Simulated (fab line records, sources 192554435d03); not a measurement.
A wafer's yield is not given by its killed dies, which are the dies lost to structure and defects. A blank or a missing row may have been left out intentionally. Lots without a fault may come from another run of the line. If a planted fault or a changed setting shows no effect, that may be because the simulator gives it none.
Split-lot experiment -- flow n5Finfet -- on a route of 1938 steps: 7 lots, 39 wafers read

ON THE SPLIT
At N5_BEOL_M2_TRENCH_ETCH_37 (etches SiOC in C4F6/O2, target depth 55.555 nm, time 29.2 s), the setting timeS was moved away from the recipe's 29.2 s on 15 of the 39 wafers read, by -18.3% to +52.0%. All remaining wafers had this setting at the recipe value.

FROM THE SPLIT TO THE READING: what the file shows between them, 8 steps
- N5_BEOL_M2_ETCH_41: etches SiCN in CH3F/O2, target depth 29.9 nm, time 52.5 s
- N5_BEOL_M2_STRIP_97: strips in N2/H2, time 10 s
- N5_BEOL_M2_OCD_MEAS_38
- N5_BEOL_M2_HM_STRIP_39: strips TiN in peroxide tin strip, target depth 25 nm, time 158 s
- N5_BEOL_M2_SRD_40: time 30 s
- N5_BEOL_M2_ECD_50: material Cu, target thk 300 nm
- N5_BEOL_M2_ANNEAL_51: time 90 s
- N5_BEOL_M2_CMP_52: polishes, stops on SiOC, t overpolish 6.8 s, target thk 40 nm

THE READING
M2_THK, in nm, at N5_BEOL_M2_THK_MEAS_53 (measures by xrf). Typical for fault-free wafers on this fab line: 40.6 nm, with standard deviation 1.7 nm.

wafer,"tool, chamber at the split","timeS as run, s",against the recipe,"M2_THK, nm",against lot-mates on the recipe
L076.1,"rieDiel-04, 1",40.07,+37.2%,57.0,+16.3
L076.2,"rieDiel-04, 2",29.2,recipe,39.4,-
L076.3,"rieDiel-04, 3",29.2,recipe,42.8,-
L076.4,"rieDiel-04, 0",40.07,+37.2%,60.5,+19.8
L076.5,"rieDiel-04, 3",29.2,recipe,39.9,-
L076.6,"rieDiel-04, 2",40.07,+37.2%,62.6,+21.9
L077.1,"rieDiel-04, 3",29.2,recipe,40.5,-
L077.2,"rieDiel-04, 0",44.39,+52.0%,69.9,+30.5
L077.3,"rieDiel-04, 2",44.39,+52.0%,68.7,+29.3
L077.4,"rieDiel-04, 1",29.2,recipe,37.7,-
L077.5,"rieDiel-04, 3",29.2,recipe,40.0,-
L077.6,"rieDiel-04, 2",44.39,+52.0%,70.1,+30.7
L078.1,"rieDiel-04, 2",29.2,recipe,40.9,-
L078.2,"rieDiel-04, 1",29.2,recipe,40.5,-
L078.3,"rieDiel-04, 3",23.87,-18.3%,29.5,-10.7
L078.4,"rieDiel-04, 0",23.87,-18.3%,29.6,-10.6
L078.5,"rieDiel-04, 3",29.2,recipe,39.2,-
L078.6,"rieDiel-04, 0",23.87,-18.3%,29.8,-10.4
L086.2,"rieDiel-06, 2",29.2,recipe,40.4,-
L086.3,"rieDiel-06, 1",29.2,recipe,40.8,-
L086.4,"rieDiel-06, 3",29.2,recipe,40.0,-
L087.1,"rieDiel-06, 2",29.2,recipe,38.4,-
L087.2,"rieDiel-06, 1",29.2,recipe,42.6,-
L087.3,"rieDiel-06, 1",29.2,recipe,40.8,-
L087.4,"rieDiel-06, 2",29.2,recipe,43.0,-
L087.5,"rieDiel-06, 1",29.2,recipe,41.1,-
L087.6,"rieDiel-06, 2",29.2,recipe,39.6,-
L090.1,"rieDiel-04, 3",34.34,+17.6%,50.6,+11.7
L090.2,"rieDiel-04, 1",29.2,recipe,39.7,-
L090.3,"rieDiel-04, 2",29.2,recipe,39.6,-
L090.4,"rieDiel-04, 0",34.34,+17.6%,47.5,+8.6
L090.5,"rieDiel-04, 2",34.34,+17.6%,49.0,+10.1
L090.6,"rieDiel-04, 1",29.2,recipe,37.5,-
L095.1,"rieDiel-04, 2",29.2,recipe,42.8,-
L095.2,"rieDiel-04, 0",41.15,+40.9%,63.6,+21.9
L095.3,"rieDiel-04, 3",41.15,+40.9%,64.7,+23.0
L095.4,"rieDiel-04, 1",29.2,recipe,39.2,-
L095.5,"rieDiel-04, 2",41.15,+40.9%,63.3,+21.6
L095.6,"rieDiel-04, 3",29.2,recipe,43.1,-

THE FIT
A straight line over all 39 wafers: M2_THK changes by +0.558 nm for each +1% of timeS; r = +0.99; the points scatter about the line by 1.6 nm.
The same after taking each lot's own level away (the mean of its wafers on the recipe; 39 wafers): +0.558 nm for each +1%; r = +0.99; scatter 1.4 nm.
According to that fit, moving timeS by its largest amount changes the reading by 29 nm.
Across the lots, their own levels run from 38.93 to 41.70 nm, a range of 1.6 times the standard deviation given above.
The two slopes agree, so the slope changes little with the lot-to-lot level.
Check: with one of the wafers moved furthest among these (+52.0%) left out of the fit, the line predicts +28.7 nm for it against its lot-mates. It came out at +30.5 nm against them.

THESE WAFERS: OTHER SPLITS
Note: prior to the reading, these wafers also went through further splits. Each is held against what the fit with the lots' levels taken away leaves over:
other split on the same wafers,wafers away from the commonest value,r with M2_THK (lot level and that fit taken away)
N5_ZERO_LAYER_ETCH_18 targetDepthA,18,+0.11
N5_SD_EPI_P_EPI_21 timeS,15,-0.05
N5_BEOL_M0_SAQP_DESCUM_19 timeS,12,+0.24

THE WHOLE CHAIN: every reading that the file lists as answering this split, in the file's order
step,what it does,reading,change (the file's fit),r (the file's)
N5_BEOL_M2_TRENCH_ETCH_37,"etches SiOC in C4F6/O2, target depth 55.555 nm, time 29.2 s","etch.depthNm (the simulator's own value, which no gauge read)",+0.543 nm for each +1% of the setting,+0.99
N5_BEOL_M2_TRENCH_ETCH_37,"etches SiOC in C4F6/O2, target depth 55.555 nm, time 29.2 s","BEOL_M2.featureDepthNm (the simulator's own value, which no gauge read)",+0.542 nm for each +1% of the setting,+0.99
N5_BEOL_M2_TRENCH_ETCH_37,"etches SiOC in C4F6/O2, target depth 55.555 nm, time 29.2 s","TiN_of_BEOL_M2_HM_DEP_02.thkNm (the simulator's own value, which no gauge read)",-0.0182 nm for each +1% of the setting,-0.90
N5_BEOL_M2_OCD_MEAS_38,,trenchDepthNm,+0.545 nm for each +1% of the setting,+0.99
N5_BEOL_M2_CMP_52,"polishes, stops on SiOC, t overpolish 6.8 s, target thk 40 nm","Cu_of_BEOL_M2_ECD_50.thkNm (the simulator's own value, which no gauge read)",+0.55 nm for each +1% of the setting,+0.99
N5_BEOL_M2_THK_MEAS_53,measures by xrf,M2_THK,+0.557 for each +1% of the setting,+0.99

THE FILE'S OWN FIT
M2_THK changes by +0.557 nm for each +1% of timeS, r = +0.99.
